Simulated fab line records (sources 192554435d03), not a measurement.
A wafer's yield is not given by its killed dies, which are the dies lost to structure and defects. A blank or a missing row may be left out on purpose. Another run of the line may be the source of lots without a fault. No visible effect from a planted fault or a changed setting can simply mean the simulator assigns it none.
fab line records -- flow n5-finfet
[record] lots = 7, wafers = 21
route steps=1938 shown WELL_APT@21 PMOS_HMC_CHANNEL_EPI@63 FIN_SAQP@96
start-h: hours from the record's first day to the start of the lot's first wafer shown -- wait-h: hours elapsed since this lot's preceding step -- " unchanged from the row above -- L1.1+2: several wafers, shown together as one row -- - either no value or no given start -- * or withheld: withheld -- < > ~ a bound
route shown NAME@n: names a module that has steps shown in the file, with the first one's number in the route -- usual: mean/standard deviation taken from wafers without a fault -- same: alike in all rows -- chamber/n: place in a boat -- sites: readings site by site -- _std_site: how widely they spread, as a standard deviation -- _edge_site: mean of outer sites minus mean of inner sites -- radius-mm: for every site, how far away it sits from the centre of the wafer -- mask NAME#n: copy n -- behind: the tool/chamber that last shaped the wafer -- hold: why the lot went on hold/how many hours it stayed there/how the hold came to an end -- device: the n, p or np transistor that did not switch -- end of line: tests of these same wafers at the route's end -- step lacking rows: just its recipe -- killed: at the first sort, the dies lost to defects and structure; wafer yield is something else -- map: per-die view of a wafer (x killed, . not killed, _ where there is no die)
set.NAME: the setting as run; set.NAME@STEP: as run at that earlier step -- model.NAME: the simulator's own value behind a step, which no gauge read
lots whose settings were changed on purpose; a table a step, a row a wafer
[[steps]]
[step N5_WELL_APT_COAT_02]
[recipe] spin-rpm = 1357, resist-thk-nm = 950
lot.wafer,tool,chamber,start-h,wait-h,set.spin-rpm,model.coat_of_WELL_APT_COAT_02.thk-nm
L074.2,litho-track-01,0,-,-,1434,926.6
L074.3,litho-track-01,0,-,-,1357,948.6
L074.4,litho-track-01,0,-,-,1357,950
L078.2,litho-track-02,0,-,-,1305,968.5
L078.3,litho-track-02,0,-,-,1357,952.2
L078.5,litho-track-02,0,-,-,1357,952.5
L081.1,litho-track-05,0,-,-,1288,968.9
L081.3,litho-track-05,0,-,-,1357,943.3
L081.4,litho-track-05,0,-,-,1288,972.9
L084.1,litho-track-01,0,-,-,1357,950.3
L084.2,litho-track-01,0,-,-,1357,947.1
L084.6,litho-track-01,0,-,-,1357,946.6
L089.2,litho-track-05,0,-,-,1357,949.7
L089.4,litho-track-05,0,-,-,1357,947
L089.6,litho-track-05,0,-,-,1357,946.3
L091.2,litho-track-01,0,-,-,1357,952.8
L091.3,litho-track-01,0,-,-,1432,925
L091.5,litho-track-01,0,-,-,1432,926.2
L097.1,litho-track-05,0,-,-,1357,950.8
L097.4,litho-track-05,0,-,-,1357,951.8
L097.5,litho-track-05,0,-,-,1357,949.6
[step N5_PMOS_HMC_CHANNEL_EPI_PEB_07]
[recipe] peb-temp-c = 110, peb-time-s = 60, resist = CAR-ArF-block
lot.wafer,tool,chamber,start-h,wait-h,set.peb-time-s
L074.2,litho-track-03,0,16.83,0.0,60
L074.3+4,litho-track-03,0,16.83,0.0,54.66
L078.2+5,litho-track-02,0,40.96,0.0,48.74
L078.3,litho-track-02,0,40.96,0.0,60
L081.1,litho-track-02,0,59.14,0.1,60
L081.3+4,litho-track-02,0,59.14,0.1,66.15
L084.1+2+6,litho-track-04,0,77.06,0.1,60
L089.2,litho-track-02,0,108.03,0.0,60
L089.4+6,litho-track-02,0,108.03,0.0,54.1
L091.2+3+5,litho-track-04,0,119.07,0.0,60
L097.1+4+5,litho-track-04,0,155.17,0.1,60
[step N5_PMOS_HMC_CHANNEL_EPI_DEVELOP_08]
[recipe] develop-time-s = 30, developer = TMAH, resist = CAR-ArF-block, dev-temp-c = 23, rinse-liquid = diw, dry = air-spin
[step N5_PMOS_HMC_CHANNEL_EPI_CD_MEAS_09]
[recipe] target-cd-nm = 237.4, landing-energy-ev = 500, detector = se-inlens
[usual] cd-nm = 236.7/0.92
lot.wafer,tool,chamber,start-h,wait-h,set.peb-time-s@PMOS_HMC_CHANNEL_EPI_PEB_07,cd-nm
L074.2,cd-sem-02,0,16.90,-,60,236.9
L074.3,cd-sem-02,0,16.90,-,54.66,232.7
L074.4,cd-sem-02,0,16.90,-,54.66,231.4
L078.2,cd-sem-02,0,41.03,-,48.74,227.3
L078.3,cd-sem-02,0,41.03,-,60,237.2
L078.5,cd-sem-02,0,41.03,-,48.74,226.7
L081.1,cd-sem-02,0,59.21,-,60,237.2
L081.3,cd-sem-02,0,59.21,-,66.15,240.6
L081.4,cd-sem-02,0,59.21,-,66.15,242.0
L084.1,cd-sem-03,0,77.13,-,60,237.0
L084.2,cd-sem-03,0,77.13,-,60,235.3
L084.6,cd-sem-03,0,77.13,-,60,237.3
L089.2,cd-sem-01,0,108.10,-,60,237.7
L089.4,cd-sem-01,0,108.10,-,54.1,232.5
L089.6,cd-sem-01,0,108.10,-,54.1,232.6
L091.2,cd-sem-01,0,119.14,-,60,236.6
L091.3,cd-sem-01,0,119.14,-,60,236.7
L091.5,cd-sem-01,0,119.14,-,60,235.6
L097.1,cd-sem-02,0,155.24,-,60,236.3
L097.4,cd-sem-02,0,155.24,-,60,236.2
L097.5,cd-sem-02,0,155.24,-,60,236.1
[step N5_PMOS_HMC_CHANNEL_EPI_DESCUM_14]
[recipe] chemistry = O2, time-s = 7.9, source-power-w = 50, bias-power-w = 20, pressure-mtorr = 20, rf-frequency-hz = 2.712e+07, temp-c = 40, resist = CAR-ArF-block, o2-flow-sccm = 225
lot.wafer,tool,chamber,start-h,wait-h,set.peb-time-s@PMOS_HMC_CHANNEL_EPI_PEB_07,model.PMOS_HMC_CHANNEL_EPI.cd-nm
L074.2,rie-diel-05,1,16.99,0.0,60,236.8
L074.3,rie-diel-05,3,16.99,0.0,54.66,232.6
L074.4,rie-diel-05,0,16.99,0.0,54.66,231.2
L078.2,rie-diel-05,0,41.11,0.0,48.74,227.2
L078.3,rie-diel-05,3,41.11,0.0,60,237.4
L078.5,rie-diel-05,0,41.11,0.0,48.74,226.3
L081.1,rie-diel-03,0,59.50,0.2,60,237.1
L081.3,rie-diel-03,1,59.50,0.2,66.15,241
L081.4,rie-diel-03,2,59.50,0.2,66.15,241.5
L084.1,rie-diel-05,2,77.22,0.0,60,237.2
L084.2,rie-diel-05,1,77.22,0.0,60,235.2
L084.6,rie-diel-05,1,77.22,0.0,60,237
L089.2,rie-diel-03,1,108.18,0.0,60,237.8
L089.4,rie-diel-03,3,108.18,0.0,54.1,232.4
L089.6,rie-diel-03,0,108.18,0.0,54.1,233
L091.2,rie-diel-05,2,119.40,0.2,60,236.6
L091.3,rie-diel-05,0,119.40,0.2,60,236.2
L091.5,rie-diel-05,2,119.40,0.2,60,236.1
L097.1,rie-diel-05,2,155.32,0.0,60,236.1
L097.4+5,rie-diel-05,"0,2",155.32,0.0,60,236.2
[step N5_PMOS_HMC_CHANNEL_EPI_ETCH_32]
[recipe] chemistry = N2/H2, target = BARC, stop-on = SiO2, target-depth-a = 858, over-etch-frac = 0.3, time-s = 50.3, ion-energy-ev = 200, mask-material = CAR-ArF-block, pressure-mtorr = 30, source-w = 840, bias-w = 150, n2-flow-sccm = 200, h2-flow-sccm = 200
lot.wafer,tool,chamber,start-h,wait-h,set.peb-time-s@PMOS_HMC_CHANNEL_EPI_PEB_07,model.PMOS_HMC_CHANNEL_EPI.cd-nm
L074.2,rie-diel-05,1,17.02,0.0,60,239.1
L074.3,rie-diel-05,3,17.02,0.0,54.66,234.4
L074.4,rie-diel-05,0,17.02,0.0,54.66,233.9
L078.2,rie-diel-05,0,41.15,0.0,48.74,229.1
L078.3,rie-diel-05,3,41.15,0.0,60,240.1
L078.5,rie-diel-05,0,41.15,0.0,48.74,228.5
L081.1,rie-diel-03,0,59.54,0.0,60,240.2
L081.3+4,rie-diel-03,"1,2",59.54,0.0,66.15,244.2
L084.1,rie-diel-05,2,77.25,0.0,60,241.3
L084.2,rie-diel-05,1,77.25,0.0,60,238.1
L084.6,rie-diel-05,1,77.25,0.0,60,239.9
L089.2,rie-diel-03,1,108.22,0.0,60,241.1
L089.4,rie-diel-03,3,108.22,0.0,54.1,234.9
L089.6,rie-diel-03,0,108.22,0.0,54.1,235.5
L091.2,rie-diel-05,2,119.43,0.0,60,239.5
L091.3,rie-diel-05,0,119.43,0.0,60,238.7
L091.5,rie-diel-05,2,119.43,0.0,60,238.6
L097.1,rie-diel-05,2,155.36,0.0,60,239
L097.4,rie-diel-05,0,155.36,0.0,60,238.8
L097.5,rie-diel-05,2,155.36,0.0,60,239.1
[step N5_PMOS_HMC_CHANNEL_EPI_HM_OPEN_15]
[recipe] chemistry = CHF3/O2, target = SiO2, mask-material = CAR-ArF-block, target-depth-a = 406, CHF3_flow_sccm = 50, O2_flow_sccm = 5, Ar_flow_sccm = 200, time-s = 20.3, pressure-mtorr = 30, source-w = 650, bias-w = 170, ion-energy-ev = 200
lot.wafer,tool,chamber,start-h,wait-h,set.peb-time-s@PMOS_HMC_CHANNEL_EPI_PEB_07,model.PMOS_HMC_CHANNEL_EPI.cd-nm
L074.2,rie-diel-05,1,17.06,0.0,60,239.1
L074.3,rie-diel-05,3,17.06,0.0,54.66,234.5
L074.4,rie-diel-05,0,17.06,0.0,54.66,233.9
L078.2,rie-diel-05,0,41.19,0.0,48.74,229
L078.3,rie-diel-05,3,41.19,0.0,60,240.2
L078.5,rie-diel-05,0,41.19,0.0,48.74,228.4
L081.1,rie-diel-03,0,59.58,0.0,60,240.1
L081.3,rie-diel-03,1,59.58,0.0,66.15,244.1
L081.4,rie-diel-03,2,59.58,0.0,66.15,244.2
L084.1,rie-diel-05,2,77.29,0.0,60,241.3
L084.2,rie-diel-05,1,77.29,0.0,60,238.1
L084.6,rie-diel-05,1,77.29,0.0,60,239.9
L089.2,rie-diel-03,1,108.26,0.0,60,241.1
L089.4,rie-diel-03,3,108.26,0.0,54.1,234.9
L089.6,rie-diel-03,0,108.26,0.0,54.1,235.4
L091.2,rie-diel-05,2,119.48,0.0,60,239.5
L091.3,rie-diel-05,0,119.48,0.0,60,238.6
L091.5,rie-diel-05,2,119.48,0.0,60,238.5
L097.1,rie-diel-05,2,155.40,0.0,60,238.9
L097.4,rie-diel-05,0,155.40,0.0,60,238.7
L097.5,rie-diel-05,2,155.40,0.0,60,239.1
[step N5_FIN_SAQP_HM_DEP_03]
[recipe] material = SiNx, target-thk-a = 380, temp-c = 400, precursor = SiH4/NH3/N2, pressure-torr = 1.5, rf-w = 300, time-s = 33.6
lot.wafer,tool,chamber,start-h,wait-h,set.time-s,model.SiNx_of_FIN_SAQP_HM_DEP_03.thk-nm
L074.2,pecvd-04,2,20.47,0.2,33.6,38.52
L074.3,pecvd-04,1,20.47,0.2,33.6,37.67
L074.4,pecvd-04,1,20.47,0.2,37.36,42.5
L078.2,pecvd-02,2,44.39,0.2,32.31,35.28
L078.3,pecvd-02,0,44.39,0.2,32.31,35.41
L078.5,pecvd-02,2,44.39,0.2,33.6,37.17
L081.1,pecvd-01,0,62.88,0.2,33.6,36.88
L081.3,pecvd-01,2,62.88,0.2,33.6,37.68
L081.4,pecvd-01,1,62.88,0.2,33.6,38.04
L084.1,pecvd-02,1,80.90,0.2,31.64,35.7
L084.2,pecvd-02,2,80.90,0.2,31.64,35.22
L084.6,pecvd-02,2,80.90,0.2,33.6,37.82
L089.2,pecvd-04,2,112.17,0.2,33.6,38.06
L089.4,pecvd-04,0,112.17,0.2,33.6,38.26
L089.6,pecvd-04,1,112.17,0.2,33.6,38.33
L091.2,pecvd-04,0,122.69,0.2,37.56,43.21
L091.3,pecvd-04,2,122.69,0.2,37.56,43.15
L091.5,pecvd-04,0,122.69,0.2,33.6,38.72
L097.1,pecvd-04,2,158.78,0.2,33.6,37.96
L097.4,pecvd-04,0,158.78,0.2,33.6,38.22
L097.5,pecvd-04,1,158.78,0.2,33.6,37.45
[step N5_FIN_SAQP_THK_MEAS_05]
[usual] thk-nm = 38.0/0.61
lot.wafer,tool,chamber,start-h,wait-h,set.time-s@FIN_SAQP_HM_DEP_03,thk-nm
L074.2,film-metro-02,-,20.55,0.1,33.6,38.5
L074.3,film-metro-02,-,20.55,0.1,33.6,37.7
L074.4,film-metro-02,-,20.55,0.1,37.36,42.5
L078.2,film-metro-02,-,44.48,0.1,32.31,35.3
L078.3,film-metro-02,-,44.48,0.1,32.31,35.4
L078.5,film-metro-02,-,44.48,0.1,33.6,37.2
L081.1,film-metro-01,-,62.96,0.1,33.6,36.9
L081.3,film-metro-01,-,62.96,0.1,33.6,37.7
L081.4,film-metro-01,-,62.96,0.1,33.6,38.0
L084.1,film-metro-01,-,80.98,0.1,31.64,35.7
L084.2,film-metro-01,-,80.98,0.1,31.64,35.2
L084.6,film-metro-01,-,80.98,0.1,33.6,37.8
L089.2,film-metro-02,-,112.26,0.1,33.6,38.1
L089.4,film-metro-02,-,112.26,0.1,33.6,38.3
L089.6,film-metro-02,-,112.26,0.1,33.6,38.3
L091.2,film-metro-01,-,122.78,0.1,37.56,43.2
L091.3,film-metro-01,-,122.78,0.1,37.56,43.1
L091.5,film-metro-01,-,122.78,0.1,33.6,38.7
L097.1,film-metro-02,-,158.86,0.1,33.6,38.0
L097.4,film-metro-02,-,158.86,0.1,33.6,38.2
L097.5,film-metro-02,-,158.86,0.1,33.6,37.5
[step N5_FIN_SAQP_COAT_50]
[recipe] resist = SiARC, temp-c = 220, time-s = 60, spin-rpm = 1500, resist-thk-nm = 35
lot.wafer,tool,chamber,start-h,wait-h,set.spin-rpm,model.SiARC_of_FIN_SAQP_COAT_50.thk-nm
L074.2,litho-track-05,0,-,-,1439,35.57
L074.3,litho-track-05,0,-,-,1500,34.84
L074.4,litho-track-05,0,-,-,1439,35.65
L078.2,litho-track-05,0,-,-,1500,34.9
L078.3,litho-track-05,0,-,-,1629,33.48
L078.5,litho-track-05,0,-,-,1629,33.51
L081.1,litho-track-03,0,-,-,1555,34.21
L081.3,litho-track-03,0,-,-,1555,34.23
L081.4,litho-track-03,0,-,-,1500,34.79
L084.1,litho-track-01,0,-,-,1634,33.5
L084.2,litho-track-01,0,-,-,1500,34.97
L084.6,litho-track-01,0,-,-,1634,33.53
L089.2,litho-track-01,0,-,-,1500,35.02
L089.4,litho-track-01,0,-,-,1613,33.84
L089.6,litho-track-01,0,-,-,1613,33.94
L091.2,litho-track-01,0,-,-,1500,35.03
L091.3,litho-track-01,0,-,-,1458,35.54
L091.5,litho-track-01,0,-,-,1500,35
L097.1,litho-track-03,0,-,-,1500,35.08
L097.4+5,litho-track-03,0,-,-,1500,35
[step N5_FIN_SAQP_COAT_10]
[recipe] resist = CAR-ArF, spin-rpm = 1500, resist-thk-nm = 90
[step N5_FIN_SAQP_EBR_12]
[recipe] solvent = PGMEA, ebr-width-mm = 1.5
[step N5_FIN_SAQP_DESCUM_21]
[recipe] chemistry = O2, time-s = 7.9, source-power-w = 50, bias-power-w = 20, pressure-mtorr = 20, rf-frequency-hz = 2.712e+07, temp-c = 40, resist = CAR-ArF, o2-flow-sccm = 225
[step N5_FIN_SAQP_ETCH_51]
[recipe] chemistry = CF4, target = SiARC, target-depth-a = 455, mask-material = CAR-ArF, time-s = 75.8, ion-energy-ev = 80, pressure-mtorr = 40, source-w = 545, bias-w = 36, Ar_flow_sccm = 100, cf4-flow-sccm = 100, ends = cleared
lot.wafer,tool,chamber,start-h,wait-h,set.spin-rpm@FIN_SAQP_COAT_50,model.etch.depth-nm,model.CAR-ArF_of_FIN_SAQP_COAT_10.thk-nm
L074.2,rie-diel-01,2,21.25,0.0,1439,35.57,50.47
L074.3,rie-diel-01,0,21.25,0.0,1500,34.84,50.94
L074.4,rie-diel-01,2,21.25,0.0,1439,35.65,49.99
L078.2,rie-diel-04,1,45.33,0.0,1500,34.9,51.07
L078.3,rie-diel-04,0,45.33,0.0,1629,33.48,52.24
L078.5,rie-diel-04,3,45.33,0.0,1629,33.51,52.09
L081.1,rie-diel-01,3,63.79,0.0,1555,34.21,51.47
L081.3,rie-diel-01,0,63.79,0.0,1555,34.23,51.4
L081.4,rie-diel-01,1,63.79,0.0,1500,34.79,50.86
L084.1,rie-diel-04,1,81.81,0.0,1634,33.5,52.09
L084.2,rie-diel-04,3,81.81,0.0,1500,34.97,51.16
L084.6,rie-diel-04,1,81.81,0.0,1634,33.53,52.39
L089.2,rie-diel-02,1,113.08,0.0,1500,35.02,50.43
L089.4,rie-diel-02,0,113.08,0.0,1613,33.84,51.62
L089.6,rie-diel-02,0,113.08,0.0,1613,33.94,51.6
L091.2,rie-diel-01,1,123.62,0.0,1500,35.03,51.04
L091.3,rie-diel-01,3,123.62,0.0,1458,35.54,50.32
L091.5,rie-diel-01,0,123.62,0.0,1500,35,51.33
L097.1,rie-diel-04,3,159.69,0.0,1500,35.08,50.8
L097.4,rie-diel-04,1,159.69,0.0,1500,35,51
L097.5,rie-diel-04,0,159.69,0.0,1500,35,50.81
[step N5_FIN_SAQP_ETCH_52]
[recipe] chemistry = N2/H2, target = SOC, target-depth-a = 1000, overetch-a = 200, mask-material = SiARC, temp-c = 40, time-s = 150, ion-energy-ev = 200, pressure-mtorr = 30, source-w = 840, bias-w = 150, n2-flow-sccm = 200, h2-flow-sccm = 200, ends = end-point
[step N5_FIN_SAQP_STRIP_53]
[recipe] chemistry = N2/H2, temp-c = 40, n2-flow-sccm = 200, h2-flow-sccm = 200, rf-frequency-hz = 6e+07
[step N5_FIN_SAQP_MANDREL2_REMOVE_60]
[recipe] chemistry = HBr/Cl2/O2, bt-time-s = 10, target = a-Si, stop-on = SiNx, endpoint = OES-SiCl, over-etch-frac = 1, icp-w = 600, bias-w = 22, HBr_flow_sccm = 150, Cl2_flow_sccm = 80, O2_flow_sccm = 5, pressure-mtorr = 10
[step N5_FIN_SAQP_HM_OPEN_33]
[recipe] chemistry = CH3F/O2, target = SiNx, mask-material = SiO2, target-depth-a = 494, time-s = 70.6, pressure-mtorr = 30, source-w = 395, bias-w = 73, Ar_flow_sccm = 150, CH3F_flow_sccm = 30, O2_flow_sccm = 20, ion-energy-ev = 120, ends = cleared
[usual] etch-rf-on-time-s = 69.7/1.7
lot.wafer,tool,chamber,start-h,wait-h,set.time-s@FIN_SAQP_HM_DEP_03,etch-rf-on-time-s,model.etch.depth-nm
L074.2,rie-diel-01,1,25.71,0.0,33.6,70.6,37.89
L074.3,rie-diel-01,0,25.71,0.0,33.6,70.1,37.05
L074.4,rie-diel-01,1,25.71,0.0,37.36,77.0,41.81
L078.2,rie-diel-01,0,49.60,0.0,32.31,65.7,34.66
L078.3,rie-diel-01,2,49.60,0.0,32.31,63.1,34.72
L078.5,rie-diel-01,2,49.60,0.0,33.6,66.6,36.48
L081.1,rie-diel-04,1,67.64,0.0,33.6,69.6,36.18
L081.3,rie-diel-04,0,67.64,0.0,33.6,70.6,37.05
L081.4,rie-diel-04,1,67.64,0.0,33.6,72.1,37.41
L084.1,rie-diel-04,2,85.88,0.0,31.64,64.9,35.07
L084.2,rie-diel-04,1,85.88,0.0,31.64,65.6,34.6
L084.6,rie-diel-04,1,85.88,0.0,33.6,71.0,37.2
L089.2,rie-diel-01,3,116.91,0.0,33.6,67.8,37.44
L089.4,rie-diel-01,0,116.91,0.0,33.6,70.9,37.63
L089.6,rie-diel-01,0,116.91,0.0,33.6,70.4,37.67
L091.2,rie-diel-01,2,127.89,0.0,37.56,77.3,42.45
L091.3,rie-diel-01,1,127.89,0.0,37.56,78.2,42.52
L091.5,rie-diel-01,2,127.89,0.0,33.6,69.7,38.09
L097.1,rie-diel-01,3,163.41,0.0,33.6,68.4,37.27
L097.4,rie-diel-01,1,163.41,0.0,33.6,68.4,37.59
L097.5,rie-diel-01,1,163.41,0.0,33.6,67.6,36.75
[step N5_FIN_SAQP_ETCH_34]
[recipe] chemistry = C4F6/O2, target = SiO2, target-depth-a = 450, time-s = 15, ion-energy-ev = 250, pressure-mtorr = 30, source-w = 345, bias-w = 185, Ar_flow_sccm = 300, C4F6_flow_sccm = 10, O2_flow_sccm = 10, ends = cleared
lot.wafer,tool,chamber,start-h,wait-h,set.time-s@FIN_SAQP_HM_DEP_03,model.SiNx_of_FIN_SAQP_HM_DEP_03.thk-nm
L074.2,rie-diel-01,1,25.78,0.0,33.6,35
L074.3,rie-diel-01,0,25.78,0.0,33.6,34
L074.4,rie-diel-01,1,25.78,0.0,37.36,39
L078.2,rie-diel-01,0,49.67,0.0,32.31,31.6
L078.3,rie-diel-01,2,49.67,0.0,32.31,31.8
L078.5,rie-diel-01,2,49.67,0.0,33.6,33.6
L081.1,rie-diel-04,1,67.71,0.0,33.6,33.4
L081.3,rie-diel-04,0,67.71,0.0,33.6,34.2
L081.4,rie-diel-04,1,67.71,0.0,33.6,34.6
L084.1,rie-diel-04,2,85.95,0.0,31.64,32.2
L084.2,rie-diel-04,1,85.95,0.0,31.64,31.8
L084.6,rie-diel-04,1,85.95,0.0,33.6,34.4
L089.2+4,rie-diel-01,"3,0",116.98,0.0,33.6,34.6
L089.6,rie-diel-01,0,116.98,0.0,33.6,34.8
L091.2+3,rie-diel-01,"2,1",127.96,0.0,37.56,39.6
L091.5,rie-diel-01,2,127.96,0.0,33.6,35.2
L097.1,rie-diel-01,3,163.48,0.0,33.6,34.4
L097.4,rie-diel-01,1,163.48,0.0,33.6,34.6
L097.5,rie-diel-01,1,163.48,0.0,33.6,33.8
[step N5_FIN_SAQP_STRIP_77]
[recipe] chemistry = N2/H2, time-s = 90, power-w = 100, temp-c = 40, pressure-mtorr = 100, rf-frequency-hz = 6e+07, bias-power-w = 3, n2-flow-sccm = 300, h2-flow-sccm = 300
[step N5_FIN_SAQP_ETCH_64]
[recipe] chemistry = CF4, target = SiO2, target-depth-a = 15, ion-energy-ev = 350, pressure-mtorr = 10, icp-w = 800, bias-w = 400, cf4-flow-sccm = 80
[step N5_FIN_SAQP_FIN_ETCH_36]
[recipe] chemistry = HBr/Cl2/O2, target-depth-a = 1200, mask-material = SiNx, time-s = 50.4, bias-w = 102, pressure-mtorr = 10, icp-w = 800, HBr_flow_sccm = 150, Cl2_flow_sccm = 80, O2_flow_sccm = 12
lot.wafer,tool,chamber,start-h,wait-h,set.time-s@FIN_SAQP_HM_DEP_03,model.SiNx_of_FIN_SAQP_HM_DEP_03.thk-nm
L074.2,rie-si-05,3,26.00,0.0,33.6,21.2
L074.3,rie-si-05,0,26.00,0.0,33.6,20.8
L074.4,rie-si-05,2,26.00,0.0,37.36,25.6
L078.2,rie-si-02,1,49.88,0.0,32.31,18.2
L078.3,rie-si-02,0,49.88,0.0,32.31,18.6
L078.5,rie-si-02,1,49.88,0.0,33.6,20.2
L081.1,rie-si-02,2,67.92,0.0,33.6,20.2
L081.3,rie-si-02,0,67.92,0.0,33.6,21
L081.4,rie-si-02,1,67.92,0.0,33.6,21.2
L084.1,rie-si-02,0,86.16,0.0,31.64,19.2
L084.2,rie-si-02,1,86.16,0.0,31.64,18.4
L084.6,rie-si-02,1,86.16,0.0,33.6,21.2
L089.2+6,rie-si-05,"2,0",117.19,0.0,33.6,21.4
L089.4,rie-si-05,1,117.19,0.0,33.6,21.2
L091.2+3,rie-si-05,"0,2",128.18,0.0,37.56,26.4
L091.5,rie-si-05,1,128.18,0.0,33.6,21.6
L097.1+4,rie-si-02,"1,3",163.70,0.0,33.6,21.2
L097.5,rie-si-02,1,163.70,0.0,33.6,20.8
[step N5_FIN_SAQP_PRECLEAN_38]
[recipe] chemistry = O3/DIW, time-s = 45, temp-c = 22, o3-ppm = 10
[step N5_FIN_SAQP_PRECLEAN_45]
[recipe] chemistry = dHF, time-s = 10, dilution = 500:1, temp-c = 25
lot.wafer,tool,chamber,start-h,wait-h,set.time-s@FIN_SAQP_HM_DEP_03,model.SiNx_of_FIN_SAQP_HM_DEP_03.thk-nm
L074.2,wet-bench-02,0,26.18,0.0,33.6,21
L074.3,wet-bench-02,1,26.18,0.0,33.6,20.6
L074.4,wet-bench-02,3,26.18,0.0,37.36,25.6
L078.2,wet-bench-02,1,50.06,0.0,32.31,18.2
L078.3,wet-bench-02,5,50.06,0.0,32.31,18.4
L078.5,wet-bench-02,2,50.06,0.0,33.6,20.2
L081.1,wet-bench-01,4,68.11,0.0,33.6,20
L081.3,wet-bench-01,5,68.11,0.0,33.6,20.8
L081.4,wet-bench-01,3,68.11,0.0,33.6,21
L084.1,wet-bench-02,2,86.35,0.0,31.64,19
L084.2,wet-bench-02,4,86.35,0.0,31.64,18.4
L084.6,wet-bench-02,5,86.35,0.0,33.6,21
L089.2,wet-bench-03,1,117.37,0.0,33.6,21.2
L089.4,wet-bench-03,2,117.37,0.0,33.6,21
L089.6,wet-bench-03,0,117.37,0.0,33.6,21.4
L091.2+3,wet-bench-02,"5,7",128.35,0.0,37.56,26.2
L091.5,wet-bench-02,6,128.35,0.0,33.6,21.4
L097.1+4,wet-bench-02,"4,5",163.87,0.0,33.6,21
L097.5,wet-bench-02,1,163.87,0.0,33.6,20.6
[[key]]
[split] step = N5_WELL_APT_COAT_02, setting = spin-rpm, stated = 1357, by = wafer
[response] step = N5_WELL_APT_COAT_02, reading = model.coat_of_WELL_APT_COAT_02.thk-nm, change = -4.67, per = 1%, r = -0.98
[split] step = N5_PMOS_HMC_CHANNEL_EPI_PEB_07, setting = peb-time-s, stated = 60, by = wafer
[response] step = N5_PMOS_HMC_CHANNEL_EPI_CD_MEAS_09, reading = cd-nm, change = +0.518, per = 1%, r = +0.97
[response] step = N5_PMOS_HMC_CHANNEL_EPI_DESCUM_14, reading = model.PMOS_HMC_CHANNEL_EPI.cd-nm, change = +0.53, per = 1%, r = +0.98
[response] step = N5_PMOS_HMC_CHANNEL_EPI_ETCH_32, reading = model.PMOS_HMC_CHANNEL_EPI.cd-nm, change = +0.562, per = 1%, r = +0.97
[response] step = N5_PMOS_HMC_CHANNEL_EPI_HM_OPEN_15, reading = model.PMOS_HMC_CHANNEL_EPI.cd-nm, change = +0.567, per = 1%, r = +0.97
[split] step = N5_FIN_SAQP_HM_DEP_03, setting = time-s, stated = 33.6, by = wafer
[response] step = N5_FIN_SAQP_HM_DEP_03, reading = model.SiNx_of_FIN_SAQP_HM_DEP_03.thk-nm, change = +0.392, per = 1%, r = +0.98
[response] step = N5_FIN_SAQP_THK_MEAS_05, reading = thk-nm, change = *, per = 1%, r = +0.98
[response] step = N5_FIN_SAQP_HM_OPEN_33, reading = etch-rf-on-time-s, change = *, per = 1%, r = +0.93
[response] step = N5_FIN_SAQP_HM_OPEN_33, reading = model.etch.depth-nm, change = +0.387, per = 1%, r = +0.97
[response] step = N5_FIN_SAQP_ETCH_34, reading = model.SiNx_of_FIN_SAQP_HM_DEP_03.thk-nm, change = +0.395, per = 1%, r = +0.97
[response] step = N5_FIN_SAQP_FIN_ETCH_36, reading = model.SiNx_of_FIN_SAQP_HM_DEP_03.thk-nm, change = +0.412, per = 1%, r = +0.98
[response] step = N5_FIN_SAQP_PRECLEAN_45, reading = model.SiNx_of_FIN_SAQP_HM_DEP_03.thk-nm, change = +0.419, per = 1%, r = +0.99
[split] step = N5_FIN_SAQP_COAT_50, setting = spin-rpm, stated = 1500, by = wafer
[response] step = N5_FIN_SAQP_COAT_50, reading = model.SiARC_of_FIN_SAQP_COAT_50.thk-nm, change = -0.162, per = 1%, r = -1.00
[response] step = N5_FIN_SAQP_ETCH_51, reading = model.etch.depth-nm, change = -0.162, per = 1%, r = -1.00
[response] step = N5_FIN_SAQP_ETCH_51, reading = model.CAR-ArF_of_FIN_SAQP_COAT_10.thk-nm, change = +0.142, per = 1%, r = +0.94
